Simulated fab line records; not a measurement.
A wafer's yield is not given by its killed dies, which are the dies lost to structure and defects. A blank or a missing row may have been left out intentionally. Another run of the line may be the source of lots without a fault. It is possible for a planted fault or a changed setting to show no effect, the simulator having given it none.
What tool caused it? + flow n5 finfet + 28 wafers from 10 lots sampled at 5 of the route's 1938 steps

## WHAT THE GAUGES SHOWED, per wafer
N5_PASSIVATION_CD_MEAS_44 targets a cd of 40000 nm. Usual: cd nm reads 39999 nm (standard deviation 3).
| lot  | measured     | on        | cd nm (nm)        | flag |
|------|--------------|-----------|-------------------|------|
| L982 | day 13 01:38 | cd sem-03 | 40006 40001 40001 |      |
| L984 | day 13 11:22 | cd sem-02 | 39996 39998 39996 |      |
| L985 | day 14 00:51 | cd sem-02 | 40001 39997 39997 |      |
| L989 | day 15 05:26 | cd sem-03 | 39998 39997 39996 |      |
| L993 | day 15 15:41 | cd sem-02 | 40006 40004 40000 |      |
| L994 | day 16 10:49 | cd sem-01 | 39999 40001 40005 |      |
| L997 | day 16 21:06 | cd sem-03 | 40003 39998 40001 |      |
| L998 | day 16 21:26 | cd sem-03 | 39982 40002       |      |
| L101 | day 18 06:29 | cd sem-03 | 39986 40009       |      |
| L104 | day 19 07:59 | cd sem-03 | 39996 39999 39996 |      |

## WHAT TOOL EACH LOT RAN ON (gives the tool, then ch and the chambers of the sampled wafers, and finally the start)
| lot  | N5_PASSIVATION_DESCUM_12           | N5_PASSIVATION_AL_ETCH_33         | N5_PASSIVATION_PECVD_35         | N5_PASSIVATION_DEVELOP_43         |
|------|------------------------------------|-----------------------------------|---------------------------------|-----------------------------------|
| L982 | rie diel-04 ch 0,1,3, day 12 21:22 | rie metal-03 ch 0,1, day 12 23:45 | pecvd-04 ch 1,2, day 13 01:05   | litho track-04 ch 0, day 13 01:31 |
| L984 | rie diel-02 ch 1,2,3, day 13 08:07 | rie metal-02 ch 0,1, day 13 09:41 | pecvd-04 ch 0,2, day 13 10:49   | litho track-02 ch 0, day 13 11:15 |
| L985 | rie diel-02 ch 1,2,3, day 13 21:18 | rie metal-02 ch 0,1, day 13 23:10 | pecvd-01 ch 0,1,2, day 14 00:18 | litho track-05 ch 0, day 14 00:44 |
| L989 | rie diel-01 ch 0,2,3, day 15 01:56 | rie metal-03 ch 0,1, day 15 03:45 | pecvd-01 ch 1,2, day 15 04:53   | litho track-05 ch 0, day 15 05:20 |
| L993 | rie diel-01 ch 0,1,2, day 15 12:14 | rie metal-01 ch 0,1, day 15 13:50 | pecvd-01 ch 0,1,2, day 15 15:19 | litho track-04 ch 0, day 15 15:34 |
| L994 | rie diel-01 ch 0,1,2, day 16 07:39 | rie metal-02 ch 0,1, day 16 09:15 | pecvd-03 ch 0,1,2, day 16 10:22 | litho track-05 ch 0, day 16 10:41 |
| L997 | rie diel-02 ch 0,1,3, day 16 17:49 | rie metal-01 ch 0,1, day 16 19:28 | pecvd-01 ch 0,1,2, day 16 20:35 | litho track-05 ch 0, day 16 20:59 |
| L998 | rie diel-02 ch 0,1, day 16 18:22   | rie metal-03 ch 1, day 16 19:52   | pecvd-03 ch 1, day 16 21:01     | litho track-04 ch 0, day 16 21:19 |
| L101 | rie diel-04 ch 1,3, day 18 03:05   | rie metal-01 ch 0, day 18 04:55   | pecvd-01 ch 0,1, day 18 06:03   | litho track-04 ch 0, day 18 06:22 |
| L104 | rie diel-01 ch 0,1,2, day 19 04:26 | rie metal-02 ch 0,1, day 19 06:26 | pecvd-03 ch 0,2, day 19 07:34   | litho track-05 ch 0, day 19 07:53 |
- N5_PASSIVATION_DESCUM_12: chemistry O2, time 7.9 s.
- N5_PASSIVATION_AL_ETCH_33: etches Al in Cl2/BCl3, stops on TaN, target depth 2800 nm, time 466.7 s.
- N5_PASSIVATION_PECVD_35: deposits SiNx from SiH4/NH3/N2, target thk 700 nm, time 151.3 s.
- N5_PASSIVATION_DEVELOP_43: develop time 60 s.

## AS READ BY THE TOOLS THEMSELVES (means over the sampled wafers that have a number; for cases with no such wafer, the mark the record gives instead)
N5_PASSIVATION_DESCUM_12. Usual: bias power w 20.01 W, standard deviation 0.065; drypump motor current A 5.6 A, standard deviation 0.33; oes product au 0.81 a.u., standard deviation 0.086; rf fwd power W 49.63 W, standard deviation 0.16; rf vpp V 243.1 V, standard deviation 1.5; showerhead plenum p Torr 2.09 Torr, standard deviation 0.079; throttle valve pct 20.30 %, standard deviation 0.2.
| lot  | tool        | bias power w (W) | drypump motor current A (A) | oes product au (a.u.) | rf fwd power W (W) | rf vpp V (V) | showerhead plenum p Torr (Torr) | throttle valve pct (%) | flag |
|------|-------------|------------------|-----------------------------|-----------------------|--------------------|--------------|---------------------------------|------------------------|------|
| L982 | rie diel-04 | 20.04            | 5.1                         | 0.80                  | 49.62              | 244.0        | 2.13                            | 20.35                  |      |
| L984 | rie diel-02 | 20.01            | 5.9                         | 0.76                  | 49.73              | 243.2        | 2.12                            | 20.41                  |      |
| L985 | rie diel-02 | 20.03            | 5.9                         | 0.76                  | 49.68              | 243.2        | 2.11                            | 20.41                  |      |
| L989 | rie diel-01 | 20.07            | 5.5                         | 0.82                  | 49.76              | 242.6        | 2.06                            | 20.10                  |      |
| L993 | rie diel-01 | 20.01            | 5.6                         | 0.85                  | 49.59              | 243.5        | 2.06                            | 20.19                  |      |
| L994 | rie diel-01 | 19.99            | 5.7                         | 0.84                  | 49.51              | 241.6        | 2.06                            | 20.20                  |      |
| L997 | rie diel-02 | 20.00            | 5.8                         | 0.90                  | 49.66              | 244.0        | 2.16                            | 20.23                  |      |
| L998 | rie diel-02 | 20.06            | 5.8                         | 0.88                  | 49.73              | 243.7        | 2.17                            | 20.25                  |      |
| L101 | rie diel-04 | 20.02            | 5.2                         | 0.81                  | 49.60              | 242.6        | 2.11                            | 20.33                  |      |
| L104 | rie diel-01 | 20.04            | 5.7                         | 0.81                  | 49.56              | 243.0        | 2.05                            | 20.23                  |      |

N5_PASSIVATION_AL_ETCH_33. Usual: drypump motor current A 5.87 A, standard deviation 0.28; he backside leak sccm 3.52 sccm, standard deviation 0.16; oes product au 0.67 a.u., standard deviation 0.06; rf fwd power W 898.8 W, standard deviation 2.7; throttle valve pct 34.28 %, standard deviation 0.22.
| lot  | tool         | drypump motor current A (A) | he backside leak sccm (sccm) | oes product au (a.u.) | rf fwd power W (W) | throttle valve pct (%) | flag |
|------|--------------|-----------------------------|------------------------------|-----------------------|--------------------|------------------------|------|
| L982 | rie metal-03 | 5.96                        | 3.55                         | 0.77                  | 899.5              | 34.21                  |      |
| L984 | rie metal-02 | 5.83                        | 3.43                         | 0.71                  | 901.3              | 34.31                  |      |
| L985 | rie metal-02 | 5.87                        | 3.76                         | 0.71                  | 896.4              | 34.32                  |      |
| L989 | rie metal-03 | 5.85                        | 3.46                         | 0.74                  | 898.2              | 34.02                  |      |
| L993 | rie metal-01 | 5.92                        | 3.47                         | 0.65                  | 899.7              | 34.41                  |      |
| L994 | rie metal-02 | 5.99                        | 3.79                         | 0.65                  | 901.0              | 34.30                  |      |
| L997 | rie metal-01 | 5.90                        | 3.56                         | 0.65                  | 900.5              | 34.41                  |      |
| L998 | rie metal-03 | 6.04                        | 3.25                         | 0.76                  | 897.0              | 34.42                  |      |
| L101 | rie metal-01 | 5.44                        | 3.37                         | 0.60                  | 892.0              | 34.13                  |      |
| L104 | rie metal-02 | 5.84                        | 3.62                         | 0.68                  | 900.6              | 34.33                  |      |

N5_PASSIVATION_PECVD_35. Usual: heater power w 390 W, standard deviation 91; rf fwd power W 1400 W, standard deviation 4.9; showerhead plenum p Torr 8.64 Torr, standard deviation 0.087; throttle valve pct 28.4 %, standard deviation 1.
| lot  | tool     | heater power w (W) | rf fwd power W (W) | showerhead plenum p Torr (Torr) | throttle valve pct (%) | flag |
|------|----------|--------------------|--------------------|---------------------------------|------------------------|------|
| L982 | pecvd-04 | 548                | 1404               | 8.64                            | 27.7                   |      |
| L984 | pecvd-04 | 322                | 1399               | 8.62                            | 29.3                   |      |
| L985 | pecvd-01 | 420                | 1402               | 8.63                            | 28.8                   |      |
| L989 | pecvd-01 | 382                | 1402               | 8.61                            | 29.0                   |      |
| L993 | pecvd-01 | 380                | 1404               | 8.64                            | 29.0                   |      |
| L994 | pecvd-03 | 328                | 1397               | 8.67                            | 27.7                   |      |
| L997 | pecvd-01 | 408                | 1402               | 8.62                            | 28.8                   |      |
| L998 | pecvd-03 | 487                | 1394               | 8.83                            | 28.4                   |      |
| L101 | pecvd-01 | 386                | 1404               | 8.64                            | 29.1                   |      |
| L104 | pecvd-03 | 301                | 1399               | 8.61                            | 28.1                   |      |

N5_PASSIVATION_DEVELOP_43. Usual: developer temp C 21.00 C, standard deviation 0.11; exhaust pa 45.0 Pa, standard deviation 0.82.
| lot  | tool           | developer temp C (C) | exhaust pa (Pa) | flag |
|------|----------------|----------------------|-----------------|------|
| L982 | litho track-04 | 21.07                | 44.4            |      |
| L984 | litho track-02 | 21.10                | 45.1            |      |
| L985 | litho track-05 | 20.94                | 45.1            |      |
| L989 | litho track-05 | 20.91                | 46.6            |      |
| L993 | litho track-04 | 20.97                | 45.4            |      |
| L994 | litho track-05 | 20.91                | 45.0            |      |
| L997 | litho track-05 | 20.92                | 44.2            |      |
| L998 | litho track-04 | 20.93                | 43.9            |      |
| L101 | litho track-04 | 21.07                | 44.3            |      |
| L104 | litho track-05 | 20.96                | 44.8            |      |

## THE ANSWER, worked out from the rows above alone
Rule: lot off if the mean of its wafers having a number is beyond 3 standard deviations from the usual mean. Also off: a lot with no number at a reading for which 4 or more lots have one. Any other lot the step has rows for is counted as sound. The gauges are gone through in route order, then the tools' own readings, and for those a lot's mean is taken as printed above. The first step at which some lot is off is used, and at that step the reading that is off furthest; a lot without a number counts as furthest.
Across all readings shown, no lot is off: no conclusion can be drawn from this.

## WHAT THE SIMULATOR HAD INSERTED
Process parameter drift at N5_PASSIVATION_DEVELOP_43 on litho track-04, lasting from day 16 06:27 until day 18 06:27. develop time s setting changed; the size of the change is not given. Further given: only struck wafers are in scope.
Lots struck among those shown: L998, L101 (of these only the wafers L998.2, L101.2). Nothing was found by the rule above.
